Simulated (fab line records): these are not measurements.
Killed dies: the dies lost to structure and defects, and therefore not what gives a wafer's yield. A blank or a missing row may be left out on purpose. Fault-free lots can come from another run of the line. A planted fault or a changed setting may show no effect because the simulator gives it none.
What tool caused it? -- flow nand_harc -- 12 lots, 32 wafers sampled, at 7 steps of a route of 1302

## WHAT THE GAUGES READ, wafer by wafer
NHARC_A_BLC_CD_MEAS_19. Usual: cd_nm at 99.5 nm, with a standard deviation of 1.5.
lot,measured,on,cd_nm (nm),flag
L346,day 22 20:28,cd_sem-02,98.3 100.2 101.8,
L348,day 23 21:27,cd_sem-01,101.0 98.4 101.6,
L352,day 24 12:45,cd_sem-01,97.3 97.1 98.5,
L354,day 25 01:49,cd_sem-01,100.7 98.4 98.0,
L353,day 25 18:38,cd_sem-03,97.4 98.4 100.1,
L355,day 26 10:56,cd_sem-03,101.2 100.1 98.7,
L359,day 28 00:05,cd_sem-01,97.9,
L360,day 28 11:58,cd_sem-01,102.3,
L365,day 30 14:17,cd_sem-03,99.1 97.8 101.0,
L368,day 31 13:02,cd_sem-02,100.0 99.7 100.5,
L367,day 32 16:51,cd_sem-01,99.6 100.9 98.5,
L369,day 33 05:52,cd_sem-01,98.8 100.4 99.9,

NHARC_A_M0_CD_MEAS_09 targets a cd of 80 nm. Usual: cd_nm at 80.2 nm, with a standard deviation of 0.52.
lot,measured,on,cd_nm (nm),flag
L346,day 22 23:16,cd_sem-01,80.6 79.5 80.0,
L348,day 24 00:29,cd_sem-03,80.3 80.5 78.9,
L352,day 24 15:30,cd_sem-02,79.6 79.8 79.6,
L354,day 25 04:46,cd_sem-01,79.2 79.6 79.1,
L353,day 25 21:25,cd_sem-01,79.5 79.9 80.2,
L355,day 26 13:44,cd_sem-03,80.9 80.4 80.6,
L359,day 28 03:01,cd_sem-02,74.5,OFF
L360,day 28 14:50,cd_sem-03,73.6,OFF
L365,day 30 17:09,cd_sem-03,79.9 80.7 79.7,
L368,day 31 15:54,cd_sem-02,79.7 79.6 79.9,
L367,day 32 19:37,cd_sem-02,80.7 80.4 80.4,
L369,day 33 08:47,cd_sem-02,80.5 80.7 80.1,

NHARC_A_M0_CD_MEAS_16. Usual: cd_nm at 80.1 nm, with a standard deviation of 0.63.
lot,measured,on,cd_nm (nm),flag
L346,day 22 23:47,cd_sem-02,80.5 80.0 79.8,
L348,day 24 01:00,cd_sem-03,80.0 79.3 79.1,
L352,day 24 15:59,cd_sem-01,79.7 79.2 79.4,
L354,day 25 05:15,cd_sem-02,79.4 80.3 78.8,
L353,day 25 21:55,cd_sem-01,80.3 80.2 79.5,
L355,day 26 14:13,cd_sem-01,80.7 79.5 80.2,
L359,day 28 03:30,cd_sem-01,74.1,OFF
L360,day 28 15:23,cd_sem-03,72.4,OFF
L365,day 30 17:38,cd_sem-02,80.7 80.4 80.2,
L368,day 31 16:26,cd_sem-02,80.1 79.4 79.4,
L367,day 32 20:06,cd_sem-03,81.6 80.9 80.9,
L369,day 33 09:17,cd_sem-01,80.4 80.4 80.4,

NHARC_END_SORT_01. Usual: killed_at_array 44, standard deviation 16; killed_at_other 0.6, standard deviation 1.1; killed_at_periphery 3.9, standard deviation 2.6; killed_dies 48, standard deviation 16; killed_open 3.1, standard deviation 1.9; killed_short 2.4, standard deviation 1.8.
lot,measured,on,killed_at_array,killed_at_other,killed_at_periphery,killed_dies,killed_open,killed_short,flag
L359,day 30 02:20,prober-01,56,0,4,60,2,4,
L360,day 30 08:07,prober-02,75,1,3,79,3,3,

## WHICH TOOL RAN EACH LOT (tool, then ch and the chambers of the sampled wafers, then the start)
lot,NHARC_A_BLC_ETCH_16,NHARC_A_BLC_ETCH_17,NHARC_A_M0_PEB_07
L346,"rie_diel-12 ch 1,3, day 22 19:29","rie_diel-12 ch 0,1,3, day 22 20:28 or earlier","litho_track-06 ch 0, day 22 23:11"
L348,"rie_diel-12 ch 0,1,2, day 23 20:34","rie_diel-12 ch 1,2,3, day 23 21:27 or earlier","litho_track-01 ch 0, day 24 00:24"
L352,"rie_diel-08 ch 0,1, day 24 11:52","rie_diel-08 ch 2,3, day 24 12:45 or earlier","litho_track-06 ch 0, day 24 15:25"
L354,"rie_diel-08 ch 0,1,3, day 25 00:56","rie_diel-08 ch 1,2,3, day 25 01:49 or earlier","litho_track-01 ch 0, day 25 04:41"
L353,"rie_diel-12 ch 0,2,3, day 25 17:46","rie_diel-12 ch 1,2,3, day 25 18:38 or earlier","litho_track-06 ch 0, day 25 21:20"
L355,"rie_diel-12 ch 0,2, day 26 09:53","rie_diel-12 ch 0,1,2, day 26 10:56 or earlier","litho_track-06 ch 0, day 26 13:39"
L359,"rie_diel-08 ch 3, day 27 23:14","rie_diel-08 ch 2, day 28 00:05 or earlier","litho_track-01 ch 0, day 28 02:55"
L360,"rie_diel-12 ch 3, day 28 11:06","rie_diel-12 ch 0, day 28 11:58 or earlier","litho_track-01 ch 0, day 28 14:46"
L365,"rie_diel-08 ch 0,1,3, day 30 13:24","rie_diel-08 ch 0,1, day 30 14:17 or earlier","litho_track-06 ch 0, day 30 17:04"
L368,"rie_diel-12 ch 1,2,3, day 31 12:09","rie_diel-12 ch 1,2,3, day 31 13:02 or earlier","litho_track-04 ch 0, day 31 15:49"
L367,"rie_diel-12 ch 2,3, day 32 15:58","rie_diel-12 ch 0,2, day 32 16:51 or earlier","litho_track-06 ch 0, day 32 19:32"
L369,"rie_diel-12 ch 0,2,3, day 33 04:59","rie_diel-12 ch 0,1,3, day 33 05:52 or earlier","litho_track-06 ch 0, day 33 08:43"
- NHARC_A_BLC_ETCH_16: etches the open film in CF4, target depth 39 nm, time 65 s.
- NHARC_A_BLC_ETCH_17: etches the open film in N2/H2, target depth 390 nm, time 609.38 s.
- NHARC_A_M0_PEB_07: peb time 65 s.

## WHAT THE TOOLS THEMSELVES READ (means of the sampled wafers that have a number; where no wafer has one, the mark that the record gives instead)
NHARC_A_BLC_ETCH_16. Usual: bias_w 100.0 W, standard deviation 0.31; drypump_motor_current_A 5.9 A, standard deviation 0.55; oes_product_au 1.001 a.u., standard deviation 0.0071; rf_vpp_V 150.7 V, standard deviation 1.2; showerhead_plenum_p_Torr 1.73 Torr, standard deviation 0.064; throttle_valve_pct 13.283 %, standard deviation 0.0088.
lot,tool,bias_w (W),drypump_motor_current_A (A),oes_product_au (a.u.),rf_vpp_V (V),showerhead_plenum_p_Torr (Torr),throttle_valve_pct (%),flag
L346,rie_diel-12,99.6,6.0,0.997,150.3,1.72,13.284,
L348,rie_diel-12,100.1,5.9,0.996,150.8,1.72,13.284,
L352,rie_diel-08,100.1,6.1,1.005,150.1,1.70,13.288,
L354,rie_diel-08,100.2,6.2,1.002,151.3,1.77,13.283,
L353,rie_diel-12,100.2,5.4,1.000,150.1,1.69,13.291,
L355,rie_diel-12,100.1,5.5,0.996,150.7,1.71,13.281,
L359,rie_diel-08,100.6,5.9,1.005,152.3,1.88,13.282,
L360,rie_diel-12,99.4,5.1,1.011,148.5,1.65,13.295,
L365,rie_diel-08,100.1,6.2,1.003,151.0,1.77,13.285,
L368,rie_diel-12,99.9,5.6,1.004,150.2,1.69,13.277,
L367,rie_diel-12,99.9,5.2,1.000,149.9,1.67,13.282,
L369,rie_diel-12,100.2,5.4,1.006,149.5,1.68,13.281,

NHARC_A_BLC_ETCH_17. Usual: bias_w 150.0 W, standard deviation 0.5; drypump_motor_current_A 5.9 A, standard deviation 0.55; oes_product_au 1.000 a.u., standard deviation 0.0067; rf_vpp_V 428.9 V, standard deviation 2.5; showerhead_plenum_p_Torr 1.99 Torr, standard deviation 0.082; throttle_valve_pct 14.170 %, standard deviation 0.0094.
lot,tool,bias_w (W),drypump_motor_current_A (A),oes_product_au (a.u.),rf_vpp_V (V),showerhead_plenum_p_Torr (Torr),throttle_valve_pct (%),flag
L346,rie_diel-12,150.4,5.9,0.997,428.3,1.96,14.170,
L348,rie_diel-12,149.7,5.6,1.000,428.1,1.95,14.170,
L352,rie_diel-08,150.2,5.9,0.999,431.8,2.12,14.166,
L354,rie_diel-08,149.9,6.2,0.995,431.6,2.08,14.179,
L353,rie_diel-12,149.8,5.6,0.996,428.5,1.95,14.169,
L355,rie_diel-12,150.5,5.9,0.996,427.5,1.98,14.168,
L359,rie_diel-08,150.4,5.9,1.002,429.2,1.99,14.168,
L360,rie_diel-12,150.0,6.0,0.993,427.9,1.97,14.163,
L365,rie_diel-08,149.5,6.1,1.008,428.5,1.95,14.175,
L368,rie_diel-12,149.5,5.6,1.003,427.9,1.94,14.168,
L367,rie_diel-12,149.9,5.5,1.008,428.8,1.95,14.164,
L369,rie_diel-12,150.1,5.9,1.002,428.4,1.95,14.164,

NHARC_A_M0_PEB_07. Usual: heater_power_total_W 156.6 W, standard deviation 0.44; plate_temp_C 100.00 C, standard deviation 0.12.
lot,tool,heater_power_total_W (W),plate_temp_C (C),flag
L346,litho_track-06,156.7,99.87,
L348,litho_track-01,156.2,99.95,
L352,litho_track-06,156.8,99.97,
L354,litho_track-01,156.5,100.08,
L353,litho_track-06,156.9,100.14,
L355,litho_track-06,156.3,99.91,
L359,litho_track-01,153.4,98.36,OFF
L360,litho_track-01,153.0,98.42,OFF
L365,litho_track-06,156.1,99.95,
L368,litho_track-04,156.7,99.92,
L367,litho_track-06,156.7,99.96,
L369,litho_track-06,156.9,100.04,

## THE ANSWER, worked out from the rows above alone
Rule: lot off if the mean of its wafers having a number is beyond 3 standard deviations from the usual mean. A lot without any number at a reading at which 4 lots or more have one is off too. All remaining lots with rows at the step are treated as sound. Order of review: gauges by route order, followed by the tools' own readings, for which a lot's mean as printed above is used. The first step at which some lot is off is used, and at that step the reading that is off furthest; a lot without a number counts as furthest.
Off at NHARC_A_M0_CD_MEAS_09 (cd_nm): L359, L360.
A tool fits if, at a process step before that reading, it ran every lot that is off, and no sound lot after the first of them. Not tried: the gauges at NHARC_A_M0_CD_MEAS_09; whatever is off there is also off at NHARC_A_M0_PEB_07, on other tools, and gauge error can't account for it. Because NHARC_A_BLC_ETCH_17 lacks a start for some lots, the hours and order of its lots are taken from NHARC_A_BLC_CD_MEAS_19. One fits: NHARC_A_M0_PEB_07 on litho_track-01. Its last sound lot is L354 (day 25 04:41), its first lot that is off L359 (day 28 02:55): a fault that began between those two fits.
The tool's own readings at NHARC_A_M0_PEB_07 bear it out: on the lots that are off they differ by more than 5 times the standard deviation of the sound lots' means. heater_power_total_W reads 153.2 W there against 156.6 W on the sound lots; plate_temp_C reads 98.39 C there against 99.98 C on the sound lots.

## WHAT THE SIMULATOR PUT IN
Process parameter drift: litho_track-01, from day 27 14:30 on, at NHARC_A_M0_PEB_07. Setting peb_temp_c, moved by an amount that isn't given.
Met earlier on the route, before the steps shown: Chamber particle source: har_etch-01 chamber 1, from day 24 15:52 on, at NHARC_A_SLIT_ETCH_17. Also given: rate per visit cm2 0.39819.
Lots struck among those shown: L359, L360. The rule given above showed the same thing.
